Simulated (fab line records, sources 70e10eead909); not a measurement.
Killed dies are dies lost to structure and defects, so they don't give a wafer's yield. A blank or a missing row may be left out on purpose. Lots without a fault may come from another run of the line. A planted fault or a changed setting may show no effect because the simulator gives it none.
Chamber matching | flow nand_harc | NHARC_P_CONTACT_ETCH_35 on rie_diel-13: 4 sister chambers
The step etches the open film in CF4, target depth 39 nm, time 65 s. 8 wafers are shown with their chamber, then 12 later ones without.

WAFERS WITH THEIR CHAMBER
wafer  | chamber | drypump_motor_current_A (A) | showerhead_plenum_p_Torr (Torr)
L085.3 | 3       | 6.4                         | 1.88
L090.5 | 3       | 6.3                         | 1.88
L091.2 | 0       | 6.0                         | 1.85
L091.3 | 1       | 5.7                         | 1.84
L091.4 | 2       | 5.6                         | 1.87
L092.1 | 1       | 5.7                         | 1.84
L092.2 | 2       | 5.7                         | 1.86
L092.4 | 0       | 6.0                         | 1.85

WAFERS WITHOUT THEIR CHAMBER
wafer  | drypump_motor_current_A (A) | showerhead_plenum_p_Torr (Torr)
L094.1 | 5.7                         | 1.84
L094.4 | 6.0                         | 1.85
L094.6 | 6.0                         | 1.85
L095.2 | 6.1                         | 1.85
L095.3 | 6.4                         | 1.88
L095.6 | 5.7                         | 1.84
L097.2 | 5.6                         | 1.86
L097.3 | 6.3                         | 1.88
L097.5 | 5.6                         | 1.87
L096.3 | 6.0                         | 1.85
L096.4 | 5.6                         | 1.86
L096.6 | 6.3                         | 1.88

WHICH CHAMBER EACH WENT THROUGH
wafer  | from the rows above | in truth
L094.1 | 1                   | 1
L094.4 | 0                   | 0
L094.6 | 0                   | 0
L095.2 | 0                   | 0
L095.3 | 3                   | 3
L095.6 | 1                   | 1
L097.2 | 2                   | 2
L097.3 | 3                   | 3
L097.5 | 2                   | 2
L096.3 | 0                   | 0
L096.4 | 2                   | 2
L096.6 | 3                   | 3
Placed correctly: 12 of 12. Can't be placed from these rows: 0. Placed wrongly: 0.
How it was worked out, from the rows above alone: a wafer's distance from a chamber is the root of the sum, over the readings, of the square of ((its reading less the chamber's mean) divided by the reading's scatter). The wafer belongs to the nearest chamber; if the next one is less than 2 further off, it can't be placed. A chamber's mean is the mean of its shown wafers. The scatter: the root of (the sum of the squares of (reading less its chamber's mean) over the shown wafers, divided by (wafers less chambers)).
